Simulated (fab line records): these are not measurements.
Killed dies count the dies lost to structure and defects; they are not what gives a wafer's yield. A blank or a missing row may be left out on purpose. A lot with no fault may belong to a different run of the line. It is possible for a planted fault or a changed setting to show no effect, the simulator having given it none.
Lot-split experiment -- flow n5 finfet -- 39 wafers read from 7 lots, route of 1938 steps

## ABOUT THE SPLIT
At N5_DUMMY_GATE_ETCH_31 (etches SiO2 in C4F6/O2, target depth 82.5 nm, time 27.5 s), the setting target depth a was moved away from the recipe's 825 angstrom on 9 of the 39 wafers read, by -11.6% to +3.7%. The other wafers ran this setting at the recipe's value.

The reading comes from the split's own step.

## THE READING
etch.depth nm (the simulator's own value, which no gauge read), in nm, at N5_DUMMY_GATE_ETCH_31 (etches SiO2 in C4F6/O2, target depth 82.5 nm, time 27.5 s). There is no usual value for it anywhere in the file. Here, 30 wafers ran the recipe; their average is 82.92 nm with a standard deviation of 1.4 nm.

wafer,"tool, chamber at the split","target depth a as run, angstrom",against the recipe,"etch.depth nm, nm",against lot-mates on the recipe
L076.1,"rie diel-03, 0",825,recipe,82.95,-
L076.2,"rie diel-03, 3",825,recipe,81.89,-
L076.3,"rie diel-03, 1",825,recipe,80.9,-
L076.4,"rie diel-03, 2",825,recipe,84.05,-
L076.5,"rie diel-03, 3",825,recipe,81.87,-
L076.6,"rie diel-03, 0",825,recipe,83.59,-
L083.1,"rie diel-04, 3",825,recipe,82.58,-
L083.2,"rie diel-04, 0",855.6,+3.7%,86.88,+3.05
L083.3,"rie diel-04, 1",855.6,+3.7%,88.6,+4.77
L083.4,"rie diel-04, 0",825,recipe,83.04,-
L083.5,"rie diel-04, 3",855.6,+3.7%,86.65,+2.82
L083.6,"rie diel-04, 1",825,recipe,85.88,-
L086.1,"rie diel-04, 3",757.2,-8.2%,75.81,-7.41
L086.2,"rie diel-04, 1",757.2,-8.2%,78.03,-5.19
L086.3,"rie diel-04, 2",757.2,-8.2%,76.32,-6.90
L086.4,"rie diel-04, 0",825,recipe,82.59,-
L086.5,"rie diel-04, 0",825,recipe,82.17,-
L086.6,"rie diel-04, 1",825,recipe,84.91,-
L087.1,"rie diel-04, 1",825,recipe,85.05,-
L087.2,"rie diel-04, 0",825,recipe,82.93,-
L087.3,"rie diel-04, 3",825,recipe,82.39,-
L087.4,"rie diel-04, 2",825,recipe,84.31,-
L087.5,"rie diel-04, 2",825,recipe,83.4,-
L087.6,"rie diel-04, 3",825,recipe,82.88,-
L088.2,"rie diel-04, 2",825,recipe,84.1,-
L088.3,"rie diel-04, 3",825,recipe,82.26,-
L088.5,"rie diel-04, 2",825,recipe,83.47,-
L090.1,"rie diel-01, 0",729.5,-11.6%,71.36,-11.02
L090.2,"rie diel-01, 2",825,recipe,85.48,-
L090.3,"rie diel-01, 3",729.5,-11.6%,70.98,-11.40
L090.4,"rie diel-01, 1",729.5,-11.6%,74.53,-7.85
L090.5,"rie diel-01, 3",825,recipe,80.96,-
L090.6,"rie diel-01, 0",825,recipe,80.69,-
L097.1,"rie diel-04, 2",825,recipe,81.44,-
L097.2,"rie diel-04, 3",825,recipe,82.08,-
L097.3,"rie diel-04, 1",825,recipe,84.78,-
L097.4,"rie diel-04, 0",825,recipe,81.98,-
L097.5,"rie diel-04, 2",825,recipe,81.55,-
L097.6,"rie diel-04, 3",825,recipe,81.31,-

FIT RESULTS
A straight line over all 39 wafers: etch.depth nm changes by +0.897 nm for each +1% of target depth a; r = +0.93; the points scatter about the line by 1.4 nm.
The same after taking each lot's own level away (the mean of its wafers on the recipe; 39 wafers): +0.856 nm for each +1%; r = +0.94; scatter 1.3 nm.
According to that fit, moving target depth a by its largest amount changes the reading by 9.9 nm.
Measured against the standard deviation above, the lots' own levels, which go from 82.190 to 83.833 nm, span 1.2 times it.
So the lot-to-lot level changes the slope little: the two slopes agree.
Check: for one of the wafers moved furthest among these (-11.6%), held out of the fit, the line's prediction against its lot-mates is -9.54 nm. It came out at -11 nm against them.

## FURTHER SPLITS ON THESE WAFERS
Note: prior to the reading, these wafers also went through further splits. Each is held against what the fit with the lots' levels taken away leaves over:
other split on the same wafers,wafers away from the commonest value,r with etch.depth nm (lot level and that fit taken away)
N5_FIN_SAQP_ETCH_65 time s,15,-0.13
N5_DUMMY_GATE_CVD_03 temp c,18,+0.01

## FILE'S OWN FIT
etch.depth nm changes by +0.852 nm for each +1% of target depth a, r = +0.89.
